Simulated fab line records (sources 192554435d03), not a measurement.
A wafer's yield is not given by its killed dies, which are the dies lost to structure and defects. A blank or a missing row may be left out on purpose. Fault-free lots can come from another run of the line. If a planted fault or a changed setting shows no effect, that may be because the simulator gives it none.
Matching of chambers + flow n5_finfet + N5_PMOS_HMC_CHANNEL_EPI_DESCUM_14 on rie_diel-02 has 4 sister chambers
The step chemistry O2, time 7.9 s. 4 wafers are shown with their chamber, then 7 later ones without.

WAFERS PAIRED WITH THEIR CHAMBERS
| wafer  | chamber | drypump_motor_current_A (A) |
|--------|---------|-----------------------------|
| L074.3 | 1       | 6.4                         |
| L087.3 | 0       | 5.4                         |
| L090.1 | 2       | 5.5                         |
| L090.2 | 3       | 5.4                         |

WAFERS WITHOUT THEIR CHAMBER
| wafer  | drypump_motor_current_A (A) |
|--------|-----------------------------|
| L090.3 | 6.3                         |
| L091.1 | 5.4                         |
| L091.4 | 6.3                         |
| L091.6 | 5.4                         |
| L096.1 | 5.5                         |
| L096.2 | 6.3                         |
| L096.5 | 5.5                         |

CHAMBER TAKEN BY EACH
| wafer  | from the rows above          | in truth |
|--------|------------------------------|----------|
| L090.3 | 1                            | 1        |
| L091.1 | can't be placed: 0 or 3 or 2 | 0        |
| L091.4 | 1                            | 1        |
| L091.6 | can't be placed: 0 or 3 or 2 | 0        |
| L096.1 | can't be placed: 2 or 0 or 3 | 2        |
| L096.2 | 1                            | 1        |
| L096.5 | can't be placed: 2 or 0 or 3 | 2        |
Correct placement for 3 of the 7. Not placeable from these rows: 4 (in 4, the candidates include the true chamber). Wrongly placed: 0.
How it was worked out, from the rows above alone: a wafer's distance from a chamber is the root of the sum, over the readings, of the square of ((its reading less the chamber's mean) divided by the reading's scatter). If the next closest chamber is less than 2 further off than the closest, the wafer can't be placed; otherwise it belongs to the closest. Each chamber's mean is taken over the wafers shown for it. The scatter (one wafer shown for each chamber): square how far every hidden wafer sits from the nearest shown wafer, average those squares and take the square root.
